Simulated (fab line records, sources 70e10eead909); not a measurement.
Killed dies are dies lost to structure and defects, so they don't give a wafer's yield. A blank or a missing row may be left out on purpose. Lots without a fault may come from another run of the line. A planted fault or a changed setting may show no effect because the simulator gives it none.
A struck lot beside a sound one | flow nand_harc | 18 steps out of a route of 1159
Sound: wafers L370.2, L370.3, L370.6. Struck: wafer L369.5. The cause comes at the end.
At each step with rows: each side's tool, then ch and its chambers, then its first start. Under that, the readings that differ: sound wafers | struck wafers | difference of the means | sigmas: that difference in standard deviations of wafers without a fault.
alike: readings whose means differ by less than 2 such deviations, and words and numbers that are the same on both sides. not compared: withheld readings, readings that some wafer has no value for, bounds like >300 that may hide the same value, and numbers for which the record gives no deviation and whose values overlap.
The two part at a step that has a row with sigmas, a row that says differs or no value, or rows on one side only. Numbers that don't overlap but have no deviation are shown without sigmas and don't part them. A reading that every wafer of one side lacks parts them only if that side has two wafers or more.

NHARC_P_CONTACT_DESCUM_17: chemistry O2, time 3 s.
  sound on rie_diel-05 ch 0,1,2, day 9 03:34; struck on rie_diel-06 ch 3, day 9 01:57
  alike: drypump_motor_current_A, oes_product_au, rf_vpp_V, showerhead_plenum_p_Torr, throttle_valve_pct
  not compared: rf_hours_counter_h
then, 5 steps without rows for these wafers: NHARC_P_CONTACT_ETCH_35 (etches the open film in CF4, target depth 39 nm, time 65 s); NHARC_P_CONTACT_ETCH_36 (etches the open film in N2/H2, target depth 260 nm, time 406.25 s); NHARC_P_CONTACT_ETCH_18 (etches the open film in C4F8/O2/Ar, target depth 481 nm, time 240.5 s); NHARC_P_CONTACT_STRIP_37 (strips in C4F8/O2/Ar); NHARC_P_CONTACT_ETCH_31 (etches the open film in CH3F/O2, target depth 30 nm, time 85.7 s).
NHARC_P_CONTACT_CD_MEAS_19:
  sound on cd_sem-01, day 9 04:42; struck on cd_sem-01, day 9 02:47
  alike: cd_nm
NHARC_P_CONTACT_STRIP_28: strips in O2.
  sound on rie_diel-06 ch 0,1,2, day 9 04:47; struck on rie_diel-05 ch 3, day 9 02:56
  alike: drypump_motor_current_A, oes_product_au, rf_vpp_V, showerhead_plenum_p_Torr, throttle_valve_pct
  not compared: rf_hours_counter_h
then, 3 steps without rows for these wafers: NHARC_P_CONTACT_STRIP_29 (strips in post etch residue remover, time 1200 s); NHARC_P_CONTACT_DEGAS_38 (time 60 s); NHARC_P_CONTACT_PRE_CLEAN_39 (time 19.5 s).
NHARC_P_CONTACT_PVD_32: deposits Ti, target thk 5 nm, time 17.7 s.
  sound on pvd_sputter-01; struck on pvd_sputter-01
  alike: substrate_temp_c, throttle_valve_pct
NHARC_P_CONTACT_ALD_22: deposits TiN, target thk 3 nm, pulse time 1 s, ald cycles 150.
  sound on ald_metal-02 ch 2,3, day 9 05:41; struck on ald_metal-03 ch 0, day 9 03:51
  alike: heater_power_w, precursor_pulse_height_rel
NHARC_P_CONTACT_CVD_23: deposits W, target thk 200 nm, time 557 s.
  sound on cvd_w-01 ch 0,1; struck on cvd_w-01 ch 1
  alike: chamber_pressure_Torr, heater_power_w, throttle_valve_pct
NHARC_P_CONTACT_CMP_24: polishes, t overpolish 30 s, target thk 200 nm.
  sound on cmp-02 ch 0,1,3, day 9 14:39; struck on cmp-01 ch 2, day 9 04:44
  reading                | sound          | struck | difference | sigmas
  time_to_endpoint_s (s) | 38.5 34.8 38.0 | 42.6   | +5.5       | +2
  alike: edge_zone_pressure_frac, motor_current_A, overpolish_run_s
then, 2 steps without rows for these wafers: NHARC_P_CONTACT_SRD_26; NHARC_P_M0_DEP_00 (deposits SiOC, target thk 150 nm).
-- the record jumps here: 14 days lie between the struck wafers' starts before and after (it left off in module P_M0 and takes up again in module END, whose first step shown is number 1159 of the route) --
NHARC_END_SORT_01:
  the record has rows for the struck wafers here (prober-02 ch 0, day 23 13:20) and none for the sound ones

WHERE THEY PART
First at NHARC_P_CONTACT_CMP_24; last, within this record, at NHARC_END_SORT_01.

WHY: what the simulator had put in
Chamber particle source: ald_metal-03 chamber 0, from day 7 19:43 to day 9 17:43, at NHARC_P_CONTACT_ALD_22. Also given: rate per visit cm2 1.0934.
